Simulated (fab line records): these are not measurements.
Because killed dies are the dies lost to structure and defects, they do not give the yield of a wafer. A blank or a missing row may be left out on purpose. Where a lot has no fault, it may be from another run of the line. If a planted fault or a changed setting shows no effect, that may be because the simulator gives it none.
The tool behind it: which one? -- flow nand-harc -- 7 lots with 21 wafers sampled at 2 steps, on a route of 1159 steps

== WHAT THE GAUGES SHOWED, per wafer ==
NHARC_A_SLIT_CD_MEAS_09 targets a cd of 300 nm.
lot,measured,on,cd-nm (nm)
L978,day 14 14:35,cd-sem-01,300.8 301.2 300.3
L982,day 15 18:25,cd-sem-01,299.8 300.6 299.7
L984,day 16 06:55,cd-sem-03,300.5 300.8 300.2
L983,day 16 08:44,cd-sem-01,299.9 299.9 299.5
L987,day 17 10:53,cd-sem-03,299.1 299.6 300.1
L990,day 18 11:23,cd-sem-03,300.4 299.3 299.8
L992,day 18 13:12,cd-sem-01,299.3 299.9 299.0

== TOOL THAT RAN EACH LOT (tool first, then ch and the chambers of the sampled wafers, then the start) ==
lot,NHARC_A_SLIT_SOFTBAKE_04
L978,"litho-track-06 ch 0, day 14 14:00"
L982,"litho-track-01 ch 0, day 15 18:00"
L984,"litho-track-06 ch 0, day 16 06:00"
L983,"litho-track-01 ch 0, day 16 08:00"
L987,"litho-track-04 ch 0, day 17 10:00"
L990,"litho-track-01 ch 0, day 18 10:00"
L992,"litho-track-01 ch 0, day 18 12:00"
- NHARC_A_SLIT_SOFTBAKE_04: time 55 s.

== THE ANSWER, worked out from the rows above alone ==
Rule: the usual values come from the lots themselves. The widest of any qualifying gaps counts: lots, ordered by their means at a reading, are off when they make up no more than a third of the lots, leave a main group of 4 or more, and stand apart from it by 3 or more times the standard deviation of that group's means. A main group whose means are all the same, to the digits that the tables above print for the reading, isn't used. A lot without any number at a reading at which 4 lots or more have one is off too. All remaining lots with rows at the step are treated as sound.
No lot is off at any reading shown: from this, nothing can be told.

== WHAT THE SIMULATOR PUT IN ==
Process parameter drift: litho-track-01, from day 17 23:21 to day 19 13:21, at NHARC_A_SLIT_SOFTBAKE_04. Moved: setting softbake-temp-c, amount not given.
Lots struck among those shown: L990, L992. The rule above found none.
